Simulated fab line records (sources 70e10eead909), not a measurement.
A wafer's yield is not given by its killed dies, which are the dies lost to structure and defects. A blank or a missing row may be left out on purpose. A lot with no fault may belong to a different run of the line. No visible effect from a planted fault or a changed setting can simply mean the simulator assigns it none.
fab line records -- flow nand_harc
record lots=11, wafers=33, last_day=32
route steps=1302 shown P_BONDPAD@367 A_ZERO_WELL@406 A_SOURCE_PLATE@423 A_ONON_D1@427 END@1302
lots with no fault: from the same line, run without faults
start_h: start of the lot's first displayed wafer, in hours after the record's first day -- wait_h: hours elapsed since this lot's preceding step -- " repeats the value in the row above -- L1.1+2: one row covering several wafers at once -- - no value, or no start given -- * or withheld: withheld -- < > ~ a bound
route shown NAME@n: NAME is a module with steps in the file, n the number in the route of the first one -- usual: mean/standard deviation of fault-free wafers -- same: alike in all rows -- chamber/n: place in a boat -- sites: the reading at each site -- _std_site: standard deviation of those values -- _edge_site: mean of outer sites minus mean of inner sites -- radius_mm: how far each site lies from the wafer's centre -- mask NAME#n: copy n -- behind: tool/chamber where the wafer was last shaped -- hold: reason for holding the lot/hours on hold/outcome of the hold -- device: transistor that didn't switch, given as n, p or np -- end of line: the route-end tests of the same wafers -- a step without rows: its recipe alone -- killed: count of dies lost to structure and defects at first sort (not the wafer's yield) -- map: per-die view of a wafer (x killed, . not killed, _ where there is no die)
set.NAME: the run value of the setting; set.NAME@STEP: its run value at that earlier step -- model.NAME: the simulator's own value behind a step, which no gauge read
steps of the route over a sample of lots; a table a step, a row a wafer
services: a tool's chamber out of use, with start hour (start_h, from the record's first day; less than 0 if before it), hours out, and reason
## steps
# step NHARC_P_BONDPAD_DESCUM_11
# recipe time_s=3, o2_flow_sccm=200, ar_flow_sccm=0, bias_power_w=0, chemistry=O2
# usual drypump_motor_current_A=5.6/0.45, oes_product_au=1.000/0.0071, rf_vpp_V=57.6/0.93, showerhead_plenum_p_Torr=1.88/0.063, throttle_valve_pct=11.312/0.0096
# same time_s=3
lot.wafer,tool,chamber,start_h,wait_h,drypump_motor_current_A,oes_product_au,rf_hours_counter_h,rf_vpp_V,showerhead_plenum_p_Torr,throttle_valve_pct
L934.1,rie_diel-08,0,138.37,-,6.2,1.003,2.7,58.3,1.92,11.309
L934.2,rie_diel-08,2,138.37,-,5.2,0.999,2.3,57.2,1.79,11.318
L934.6,rie_diel-08,3,138.37,-,5.7,1.013,-,55.7,1.86,11.313
L935.1,rie_diel-11,2,143.37,-,5.4,0.991,3.3,57.6,1.79,11.301
L935.3,rie_diel-11,1,143.37,-,5.3,1.011,3.1,56.6,1.84,11.310
L935.6,rie_diel-11,3,143.37,-,4.9,0.994,-,58.0,1.93,11.319
L945.4,rie_diel-08,2,251.73,-,5.3,0.999,1.8,57.3,1.79,11.319
L945.2,rie_diel-08,3,251.73,-,5.7,0.998,1.7,58.3,1.86,11.297
L945.5,rie_diel-08,1,251.73,-,5.8,0.999,-,57.8,1.92,11.293
L946.3,rie_diel-08,2,254.32,-,5.3,1.007,2.0,57.4,1.79,11.296
L946.2,rie_diel-08,3,254.32,-,5.7,1.007,1.9,58.1,1.86,11.323
L946.1,rie_diel-08,0,254.32,-,6.2,0.999,1.6,58.1,1.92,11.305
L947.4,rie_diel-08,3,264.46,-,5.7,1.007,2.8,56.5,1.86,11.299
L947.6,rie_diel-08,3,264.46,-,5.7,1.001,-,58.4,1.86,11.308
L947.5,rie_diel-08,0,264.46,-,6.2,1.005,-,57.4,1.92,11.311
L949.3,rie_diel-08,0,279.21,-,6.2,0.994,2.8,56.4,1.92,11.307
L949.6,rie_diel-08,2,279.21,-,5.3,0.988,-,57.4,1.79,11.316
L949.5,rie_diel-08,3,279.21,-,5.7,1.004,-,57.3,1.86,11.288
L950.3,rie_diel-11,3,303.80,-,4.9,1.008,2.3,57.8,1.93,11.318
L950.1,rie_diel-11,1,303.80,-,5.3,1.009,3.1,56.7,1.84,11.313
L950.5,rie_diel-11,3,303.80,-,4.9,1.004,-,57.3,1.93,11.319
L952.2,rie_diel-08,0,322.76,-,6.1,1.001,4.2,58.6,1.92,11.321
L952.1,rie_diel-08,1,322.76,-,5.8,1.006,3.9,57.6,1.92,11.320
L952.4,rie_diel-08,2,322.76,-,5.3,0.997,4.0,57.2,1.79,11.292
L953.1,rie_diel-04,0,331.81,-,5.8,1.003,9.2,58.0,1.90,11.308
L953.5,rie_diel-04,2,331.81,-,5.4,1.002,-,57.2,1.92,11.317
L953.6,rie_diel-04,3,331.81,-,5.5,1.006,-,57.0,1.97,11.310
L955.2,rie_diel-08,0,341.72,-,6.2,1.006,4.6,58.0,1.92,11.315
L955.1,rie_diel-08,2,341.72,-,5.2,1.009,4.3,56.9,1.79,11.329
L955.5,rie_diel-08,0,341.72,-,6.2,1.008,-,56.8,1.92,11.316
L954.1,rie_diel-04,0,342.95,-,5.8,1.008,10.0,57.9,1.90,11.305
L954.4,rie_diel-04,3,342.95,-,5.5,0.994,8.6,58.9,1.97,11.317
L954.6,rie_diel-04,1,342.95,-,5.8,0.994,-,56.9,1.98,11.319
# step NHARC_P_BONDPAD_ETCH_12
# recipe target_depth_a=2000, time_s=100, chf3_flow_sccm=50, o2_flow_sccm=10, ar_flow_sccm=200, rf_w=500, bias_w=200, chemistry=CHF3/O2
# usual drypump_motor_current_A=5.7/0.44, oes_product_au=0.940/0.021, rf_vpp_V=369.7/1.9, showerhead_plenum_p_Torr=2.36/0.076, throttle_valve_pct=20.573/0.0089
# same time_s=100
lot.wafer,tool,chamber,start_h,wait_h,drypump_motor_current_A,oes_product_au,rf_hours_counter_h,rf_vpp_V,showerhead_plenum_p_Torr,throttle_valve_pct
L934.1,rie_diel-08,1,-,-,5.7,0.977,2.5,371.5,2.41,20.592
L934.2,rie_diel-08,3,-,-,5.7,0.977,2.8,367.9,2.34,20.569
L934.6,rie_diel-08,1,-,-,5.7,0.981,-,370.9,2.41,20.577
L935.3,rie_diel-11,0,-,-,6.6,0.914,3.6,372.2,2.46,20.571
L935.1,rie_diel-11,1,-,-,5.3,0.923,3.1,369.7,2.31,20.568
L935.6,rie_diel-11,1,-,-,5.3,0.914,-,369.0,2.31,20.567
L945.2,rie_diel-08,2,-,-,5.3,0.920,1.9,366.3,2.25,20.558
L945.4,rie_diel-08,0,-,-,6.2,0.925,1.6,370.7,2.41,20.572
L945.5,rie_diel-08,2,-,-,5.3,0.927,-,367.9,2.25,20.585
L946.2,rie_diel-08,3,-,-,5.7,0.926,1.9,369.4,2.34,20.579
L946.3,rie_diel-08,1,-,-,5.8,0.935,1.8,368.3,2.41,20.574
L946.1,rie_diel-08,2,-,-,5.2,0.926,2.0,367.1,2.25,20.572
L947.4,rie_diel-08,1,-,-,5.8,0.919,2.6,371.4,2.41,20.583
L947.5,rie_diel-08,2,-,-,5.3,0.934,-,367.8,2.25,20.569
L947.6,rie_diel-08,3,-,-,5.7,0.929,-,368.3,2.34,20.594
L949.3,rie_diel-08,2,-,-,5.3,0.918,3.0,366.2,2.25,20.569
L949.6,rie_diel-08,3,-,-,5.7,0.931,-,369.7,2.34,20.563
L949.5,rie_diel-08,0,-,-,6.1,0.928,-,371.1,2.41,20.592
L950.1,rie_diel-11,2,-,-,5.5,0.974,2.6,367.6,2.25,20.568
L950.3,rie_diel-11,1,-,-,5.3,0.982,3.1,367.0,2.31,20.573
L950.5,rie_diel-11,2,-,-,5.5,0.981,-,367.5,2.25,20.577
L952.2,rie_diel-08,1,-,-,5.7,0.914,3.9,370.8,2.41,20.575
L952.4,rie_diel-08,2,-,-,5.2,0.910,4.1,366.1,2.25,20.566
L952.1,rie_diel-08,3,-,-,5.7,0.921,4.4,369.7,2.34,20.555
L953.1,rie_diel-04,0,-,-,5.8,0.932,9.3,370.4,2.38,20.581
L953.6,rie_diel-04,0,-,-,5.8,0.926,-,371.4,2.38,20.582
L953.5,rie_diel-04,1,-,-,5.9,0.918,-,372.6,2.49,20.576
L955.1,rie_diel-08,0,-,-,6.2,0.961,4.7,370.8,2.41,20.573
L955.2,rie_diel-08,2,-,-,5.3,0.968,4.3,367.2,2.25,20.568
L955.5,rie_diel-08,0,-,-,6.2,0.947,-,370.5,2.41,20.565
L954.1,rie_diel-04,0,-,-,5.8,0.923,10.1,371.7,2.38,20.589
L954.4,rie_diel-04,2,-,-,5.5,0.918,7.8,370.5,2.41,20.578
L954.6,rie_diel-04,1,-,-,5.8,0.920,-,371.8,2.49,20.560
# step NHARC_A_ZERO_WELL_STRIP_14
# recipe time_s=900, temp_c=130, chemistry=SPM
# same time_s=900
lot.wafer,tool,chamber,start_h,wait_h
L934.2+1+6,wet_bench-05,"5,6,7",142.78,-
L935.6+3+1,wet_bench-04,"4,5,7",147.74,-
L945.5+2+4,wet_bench-04,"2,4,5",256.11,-
L946.2+3+1,wet_bench-04,"5,7,0",258.69,-
L947.6+5+4,wet_bench-06,"0,1,2",268.84,-
L949.3+6+5,wet_bench-06,"7,0,2",283.55,-
L950.1+3+5,wet_bench-05,"0,2,5",308.07,-
L952.1+2+4,wet_bench-06,"4,7,0",327.14,-
L953.5+1+6,wet_bench-05,"2,3,4",336.35,-
L955.5+1+2,wet_bench-04,"3,4,5",346.03,-
L954.1+4+6,wet_bench-05,"4,5,1",347.30,-
# step NHARC_A_ZERO_WELL_INSPECT_17
# usual raw_defect_count=11/5.3
lot.wafer,tool,chamber,start_h,wait_h,raw_defect_count
L934.1,defect_inspect-02,-,143.72,0.2,7
L934.2,defect_inspect-02,-,143.72,0.2,13
L934.6,defect_inspect-02,-,143.72,0.2,13
L935.1,defect_inspect-02,-,148.72,0.2,11
L935.3,defect_inspect-02,-,148.72,0.2,9
L935.6,defect_inspect-02,-,148.72,0.2,6
L945.2,defect_inspect-02,-,257.04,0.1,296
L945.4,defect_inspect-02,-,257.04,0.1,295
L945.5,defect_inspect-02,-,257.04,0.1,275
L946.1,defect_inspect-01,-,259.64,0.2,297
L946.2,defect_inspect-01,-,259.64,0.2,306
L946.3,defect_inspect-01,-,259.64,0.2,320
L947.4,defect_inspect-01,-,269.77,0.1,8
L947.5,defect_inspect-01,-,269.77,0.1,5
L947.6,defect_inspect-01,-,269.77,0.1,20
L949.3,defect_inspect-01,-,284.49,0.1,19
L949.5,defect_inspect-01,-,284.49,0.1,6
L949.6,defect_inspect-01,-,284.49,0.1,7
L950.1,defect_inspect-01,-,309.02,0.2,9
L950.3,defect_inspect-01,-,309.02,0.2,18
L950.5,defect_inspect-01,-,309.02,0.2,27
L952.1,defect_inspect-02,-,328.11,0.2,15
L952.2,defect_inspect-02,-,328.11,0.2,11
L952.4,defect_inspect-02,-,328.11,0.2,12
L953.1,defect_inspect-01,-,337.29,0.2,17
L953.5,defect_inspect-01,-,337.29,0.2,21
L953.6,defect_inspect-01,-,337.29,0.2,20
L955.1,defect_inspect-02,-,346.96,0.2,13
L955.2,defect_inspect-02,-,346.96,0.2,8
L955.5,defect_inspect-02,-,346.96,0.2,11
L954.1,defect_inspect-02,-,348.25,0.2,9
L954.4,defect_inspect-02,-,348.25,0.2,15
L954.6,defect_inspect-02,-,348.25,0.2,11
# step NHARC_A_SOURCE_PLATE_INSPECT_08
# usual raw_defect_count=59/22
lot.wafer,tool,chamber,start_h,wait_h,raw_defect_count
L934.1,defect_inspect-02,-,163.69,0.0,32
L934.2,defect_inspect-02,-,163.69,0.0,28
L934.6,defect_inspect-02,-,163.69,0.0,45
L935.1,defect_inspect-02,-,170.92,0.0,77
L935.3,defect_inspect-02,-,170.92,0.0,73
L935.6,defect_inspect-02,-,170.92,0.0,39
L945.2,defect_inspect-02,-,278.49,0.0,347
L945.4,defect_inspect-02,-,278.49,0.0,362
L945.5,defect_inspect-02,-,278.49,0.0,335
L946.1,defect_inspect-01,-,278.50,0.0,344
L946.2,defect_inspect-01,-,278.50,0.0,350
L946.3,defect_inspect-01,-,278.50,0.0,365
L947.4,defect_inspect-02,-,290.27,0.0,71
L947.5,defect_inspect-02,-,290.27,0.0,139
L947.6,defect_inspect-02,-,290.27,0.0,90
L949.3,defect_inspect-02,-,304.45,0.0,47
L949.5,defect_inspect-02,-,304.45,0.0,69
L949.6,defect_inspect-02,-,304.45,0.0,22
L950.1,defect_inspect-01,-,329.33,0.0,44
L950.3,defect_inspect-01,-,329.33,0.0,68
L950.5,defect_inspect-01,-,329.33,0.0,54
L952.1,defect_inspect-01,-,348.14,0.0,60
L952.2,defect_inspect-01,-,348.14,0.0,64
L952.4,defect_inspect-01,-,348.14,0.0,55
L953.1,defect_inspect-02,-,359.71,0.0,61
L953.5,defect_inspect-02,-,359.71,0.0,76
L953.6,defect_inspect-02,-,359.71,0.0,47
L954.1,defect_inspect-02,-,367.31,0.0,48
L954.4,defect_inspect-02,-,367.31,0.0,38
L954.6,defect_inspect-02,-,367.31,0.0,44
L955.1,defect_inspect-02,-,367.35,0.0,61
L955.2,defect_inspect-02,-,367.35,0.0,70
L955.5,defect_inspect-02,-,367.35,0.0,49
# step NHARC_A_ONON_D1_THK_MEAS_05
# recipe thk_meas_gauge=ellipsometry
# usual thk_nm=1000/9.7
lot.wafer,tool,chamber,start_h,wait_h,thk_nm
L934.1,film_metro-01,-,164.83,-,984
L934.2,film_metro-01,-,164.83,-,984
L934.6,film_metro-01,-,164.83,-,984
L935.1,film_metro-01,-,172.07,-,994
L935.3,film_metro-01,-,172.07,-,993
L935.6,film_metro-01,-,172.07,-,992
L945.2,film_metro-01,-,279.63,-,1006
L945.4,film_metro-01,-,279.63,-,1006
L945.5,film_metro-01,-,279.63,-,1007
L946.1,film_metro-02,-,279.77,-,1012
L946.2,film_metro-02,-,279.77,-,1012
L946.3,film_metro-02,-,279.77,-,1012
L947.4,film_metro-02,-,291.44,-,991
L947.5,film_metro-02,-,291.44,-,990
L947.6,film_metro-02,-,291.44,-,989
L949.3,film_metro-01,-,305.59,-,1007
L949.5,film_metro-01,-,305.59,-,1006
L949.6,film_metro-01,-,305.59,-,1005
L950.1,film_metro-02,-,330.47,-,998
L950.3,film_metro-02,-,330.47,-,997
L950.5,film_metro-02,-,330.47,-,1000
L952.1,film_metro-02,-,349.28,-,986
L952.2,film_metro-02,-,349.28,-,987
L952.4,film_metro-02,-,349.28,-,984
L953.1,film_metro-01,-,360.86,-,992
L953.5,film_metro-01,-,360.86,-,992
L953.6,film_metro-01,-,360.86,-,992
L954.1,film_metro-01,-,368.45,-,1006
L954.4,film_metro-01,-,368.45,-,1006
L954.6,film_metro-01,-,368.45,-,1005
L955.1,film_metro-01,-,368.72,-,1011
L955.2,film_metro-01,-,368.72,-,1010
L955.5,film_metro-01,-,368.72,-,1010
# step NHARC_END_SORT_01
# recipe temp_c=25
# usual killed_at_array=46/15, killed_at_other=0.8/1.1, killed_at_periphery=4.0/2.9, killed_dies=50/15, killed_open=3.2/1.8, killed_short=2.3/1.6
# same gross_dies=677
lot.wafer,tool,chamber,start_h,wait_h,killed_at_array,killed_at_other,killed_at_periphery,killed_dies,killed_open,killed_short
L946.1,prober-01,0,675.27,2.5,87,0,1,88,2,0
L946.2,prober-01,0,676.07,2.8,77,0,1,78,6,1
L946.3,prober-01,0,676.86,3.1,96,0,1,97,2,1
L945.2,prober-02,0,676.12,2.8,125,0,0,125,3,2
L945.4,prober-02,0,677.71,3.4,99,1,0,100,2,3
L945.5,prober-02,0,678.51,3.7,108,1,2,111,5,2
# killed by level:class
L946.1 A_ZERO_WELL:unspecified=64 A_CHANNEL_HOLE_D2:chamber_film_flake=10 A_BLC:chamber_film_flake=3 A_CHANNEL_HOLE_D1:chamber_film_flake=2 A_CHANNEL_FILL_D1:chamber_film_flake=2 A_ONON_D1:geometric_particle:open=1 A_SLIT:geometric_particle:open=1 P_M0:chamber_film_flake=1
L946.2 A_ZERO_WELL:unspecified=32 A_CHANNEL_HOLE_D2:chamber_film_flake=17 A_BLC:chamber_film_flake=8 A_CHANNEL_HOLE_D1:chamber_film_flake=5 A_CONTACT:chamber_film_flake=4 A_SLIT:chamber_film_flake=3 A_ONON_D1:geometric_particle:open=2 A_SGD_CUT:geometric_particle:open=2
L945.2 A_ZERO_WELL:unspecified=70 A_CHANNEL_HOLE_D1:chamber_film_flake=25 A_SLIT:chamber_film_flake=22 A_SGD_CUT:geometric_particle:open=2 A_WL_FILL:geometric_particle:short=1 A_M0:geometric_particle:open=1 A_M0:geometric_particle:short=1 A_ZERO_WELL:chamber_film_flake=1
L946.3 A_ZERO_WELL:unspecified=69 A_CONTACT:chamber_film_flake=7 A_BLC:chamber_film_flake=6 A_CHANNEL_HOLE_D2:chamber_film_flake=5 A_DECK1_JOINT:chamber_film_flake=4 P_M1:geometric_particle:open=1 A_ONON_D2:geometric_particle:short=1 A_BLC:geometric_particle:open=1
L945.4 A_ZERO_WELL:unspecified=36 A_SLIT:chamber_film_flake=27 A_CHANNEL_HOLE_D1:chamber_film_flake=25 A_ZERO_WELL:chamber_film_flake=2 A_DECK1_JOINT:chamber_film_flake=2 A_ONON_D1:geometric_particle:short=1 A_CHANNEL_HOLE_D2:geometric_particle:open=1 A_WL_FILL:geometric_particle:short=1
L945.5 A_ZERO_WELL:unspecified=58 A_SLIT:chamber_film_flake=25 A_CHANNEL_HOLE_D1:chamber_film_flake=13 A_CONTACT:chamber_film_flake=3 A_DECK1_JOINT:geometric_particle:open=2 A_M0:geometric_particle:open=2 P_M0:geometric_particle:short=1 A_ONON_D1:geometric_particle:open=1
## services
tool,chamber,start_h,hours,kind
wet_bench-05,-,114.66,4.0,repair
rie_diel-08,0,120.80,-,clean
rie_diel-08,1,120.80,-,clean
rie_diel-08,2,120.80,-,clean
rie_diel-08,3,120.80,-,clean
rie_diel-08,0,145.34,-,clean
rie_diel-08,1,145.34,-,clean
rie_diel-08,3,177.47,4.3,repair
rie_diel-04,-,177.98,9.0,pm
rie_diel-08,-,190.80,9.0,pm
wet_bench-06,-,193.60,8.0,pm
rie_diel-11,1,201.38,34.0,repair
rie_diel-11,3,201.88,6.9,repair
rie_diel-08,2,212.49,3.2,repair
rie_diel-04,2,218.43,1.9,repair
wet_bench-04,-,227.20,8.0,pm
rie_diel-11,-,255.50,9.0,pm
wet_bench-05,-,260.80,8.0,pm
rie_diel-04,0,284.99,1.9,repair
rie_diel-04,-,294.96,0.3,repair
rie_diel-11,0,309.50,2.3,repair
wet_bench-06,-,310.67,1.0,repair
rie_diel-11,0,337.63,4.3,repair
rie_diel-11,1,343.40,4.4,repair
## key
first_sign step=NHARC_A_ZERO_WELL_INSPECT_17, reading=raw_defect_count, direction=up, sigmas=54, usual=11, struck=298
effect step=NHARC_A_SOURCE_PLATE_INSPECT_08, reading=raw_defect_count, direction=up, sigmas=13, usual=59, struck=350
effect step=NHARC_END_SORT_01, reading=killed_at_array, direction=up, sigmas=3.5, usual=46, struck=99
more_kills_born_at NHARC_A_ZERO_WELL_STRIP_14@wet_bench-04=329
met_at NHARC_A_ZERO_WELL_STRIP_14
struck_lots L945,L946
tester_left_out L945,L946
not_acting_at NHARC_P_BONDPAD_DESCUM_11,NHARC_P_BONDPAD_ETCH_12,NHARC_A_ONON_D1_THK_MEAS_05
onset_between 147.74 256.11
fault kind=chamber_particle_source, tool=wet_bench-04, chamber=-, onset_h=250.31, steps=NHARC_A_ZERO_WELL_STRIP_14, rate_per_visit_cm2=0.45185, end_h=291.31
# tester_left_out: of these lots the tester's yield and bins aren't shown, on N5 and GAA mostly nor the transistor test; their killed dies are dies lost to structure and defects alone, not to doping, threshold or leakage, so they don't give the yield
